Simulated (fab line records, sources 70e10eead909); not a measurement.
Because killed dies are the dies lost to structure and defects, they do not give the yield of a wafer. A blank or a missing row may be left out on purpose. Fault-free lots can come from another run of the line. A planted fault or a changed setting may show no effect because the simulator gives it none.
Chamber matching	flow nand harc	cmp-03 running NHARC_P_BONDPAD_CMP_32: 4 sister chambers
The step polishes SiCN, target thk 200 nm. 8 wafers are shown with their chamber, then 12 later ones without.

## WAFERS WITH THEIR CHAMBER
wafer	chamber	motor current A (A)	slurry flow ml min
L085.1	0	11.0	151.1
L085.4	1	11.9	149.9
L088.3	0	11.4	149.5
L088.6	1	12.1	149.8
L089.3	3	12.8	149.7
L090.1	3	12.4	151.0
L090.3	2	12.4	149.7
L090.5	2	11.8	149.9

## WAFERS WHOSE CHAMBER IS MISSING
wafer	motor current A (A)	slurry flow ml min
L091.1	12.5	149.0
L091.3	11.6	149.3
L091.6	11.8	150.1
L093.1	11.7	149.6
L093.4	12.2	151.0
L093.5	12.6	149.9
L094.1	12.7	149.8
L094.4	11.4	149.5
L094.6	11.6	149.9
L095.1	12.1	149.5
L095.3	11.1	150.0
L095.5	12.0	149.7

## THE CHAMBER EACH PASSED THROUGH
wafer	from the rows above	in truth
L091.1	can't be placed: 2 or 3 or 1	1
L091.3	can't be placed: 1 or 2 or 0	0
L091.6	can't be placed: 1 or 2 or 0 or 3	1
L093.1	can't be placed: 1 or 2 or 0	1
L093.4	can't be placed: 3 or 2 or 1 or 0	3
L093.5	can't be placed: 3 or 2 or 1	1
L094.1	can't be placed: 3 or 2 or 1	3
L094.4	can't be placed: 0 or 1 or 2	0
L094.6	can't be placed: 1 or 0 or 2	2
L095.1	can't be placed: 2 or 1 or 3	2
L095.3	0	0
L095.5	can't be placed: 1 or 2 or 3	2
Correctly placed: 1 of 12. Not placeable from these rows: 11 (in 11, the candidates include the true chamber). Number placed wrongly: 0.
How it was worked out, from the rows above alone: a wafer's distance from a chamber is the root of the sum, over the readings, of the square of ((its reading less the chamber's mean) divided by the reading's scatter). The wafer belongs to the nearest chamber; if the next one is less than 2 further off, it can't be placed. For every chamber, the mean is computed from those of its wafers that are shown. The scatter: the root of (the sum of the squares of (reading less its chamber's mean) over the shown wafers, divided by (wafers less chambers)).
